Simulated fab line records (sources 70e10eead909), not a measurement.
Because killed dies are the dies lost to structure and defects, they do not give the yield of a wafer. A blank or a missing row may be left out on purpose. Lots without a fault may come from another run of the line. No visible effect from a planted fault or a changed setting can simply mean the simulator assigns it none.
Comparing a struck lot with a sound one / flow nand harc / 15 steps out of a route of 1302
Sound: the wafers L598.1, L598.3, L598.4. Struck: wafer L606.5. (L606.1, L606.2 of the same lot were not struck and are left out.) The cause comes at the end.
Each step with rows lists, per side, the tool, then ch with its chambers, then its first start. Under that, the readings that differ: sound wafers / struck wafers / difference of the means / sigmas: that difference in standard deviations of wafers without a fault.
alike: a reading whose means differ by less than 2 such deviations, as well as words and numbers matching on both sides. not compared: withheld readings; readings where some wafer has no value; bounds like >300 that might hide an equal value; numbers whose values overlap and for which the record gives no deviation.
The two part at a step that has a row with sigmas, a row that says differs or no value, or rows on one side only. Numbers that have no deviation but don't overlap get no sigmas and don't part them. A reading missing from all wafers of one side parts the sides only when that side holds two or more wafers.

first, 7 steps without rows for these wafers: NHARC_A_SLIT_HMDS_02 (time 30 s); NHARC_A_SLIT_COAT_03 (resist thk 90 nm); NHARC_A_SLIT_SOFTBAKE_04 (time 55 s); NHARC_A_SLIT_EBR_05; NHARC_A_SLIT_EXPOSE_06 (exposes mask SLIT); NHARC_A_SLIT_PEB_07 (peb time 65 s); NHARC_A_SLIT_DEVELOP_08 (develop time 35 s).
NHARC_A_SLIT_CD_MEAS_09: target cd 300 nm.
  sound on cd sem-03 ch 0, day 21 17:32; struck on cd sem-01 ch 0, day 24 20:26
  alike: cd nm
NHARC_A_SLIT_OVL_MEAS_10:
  sound on overlay-02, day 21 17:38; struck on overlay-02, day 24 20:32
  alike: overlay x nm, overlay y nm
NHARC_A_SLIT_INSPECT_11:
  sound on defect inspect-01, day 21 17:40; struck on defect inspect-01, day 24 20:34
reading=raw defect count; sound=20 19 14; struck=77; difference=+59; sigmas=+2
NHARC_A_SLIT_DESCUM_14: chemistry O2, time 3 s.
  sound on rie diel-05 ch 0,1,2, day 21 17:44; struck on rie diel-13 ch 0, day 24 20:38
  alike: drypump motor current A, oes product au, rf vpp V, showerhead plenum p Torr, throttle valve pct
  not compared: rf hours counter h
NHARC_A_SLIT_ETCH_24: etches the open film in CF4/CHF3, target depth 121 nm, time 60.5 s.
  sound on rie diel-05 ch 0,1,2, day 21 17:49; struck on rie diel-13 ch 1, day 24 20:43
  alike: drypump motor current A, oes product au, rf vpp V, run length s, showerhead plenum p Torr, throttle valve pct
  not compared: rf hours counter h
NHARC_A_SLIT_ETCH_15: etches the open film in O2/COS, target depth 6200 nm, time 1612 s.
  sound on rie diel-05 ch 0,1,2, day 21 18:01; struck on rie diel-13 ch 3, day 24 20:49
reading=run length s (s); sound=1634.0 1633.2 1632.4; struck=1138.1; difference=-495.1; sigmas=-99 or more
reading=model.A_SLIT.cd offset nm (nm); sound=-0.8471 -0.6499 -0.6209; struck=-5.454; difference=-4.748; sigmas=
  alike: drypump motor current A, oes product au, rf vpp V, showerhead plenum p Torr, throttle valve pct
  not compared: rf hours counter h
NHARC_A_SLIT_ETCH_17: etches the open film in C4F8/O2/Ar, time 4254.5 s, target depth 20300 nm.
  sound on har etch-02 ch 0,1, day 21 19:35; struck on har etch-02 ch 0, day 25 02:32
  alike: c4f8 flow sccm, drypump motor current A, showerhead plenum p Torr, throttle valve pct
  not compared: rf hours counter h, run length s
-- record jumps: 5 days between struck wafers' starts before vs after; left off in module A_SLIT, resumes in module END, first step shown is number 1302 of the route --
NHARC_END_SORT_01:
  at this point the record logs the struck wafers (prober-02 ch 0, day 29 16:28) and has no rows for the sound ones

WHERE THEY PART
At NHARC_A_SLIT_INSPECT_11 first; at NHARC_END_SORT_01 last (within this record only).

WHY: whatever the simulator had introduced
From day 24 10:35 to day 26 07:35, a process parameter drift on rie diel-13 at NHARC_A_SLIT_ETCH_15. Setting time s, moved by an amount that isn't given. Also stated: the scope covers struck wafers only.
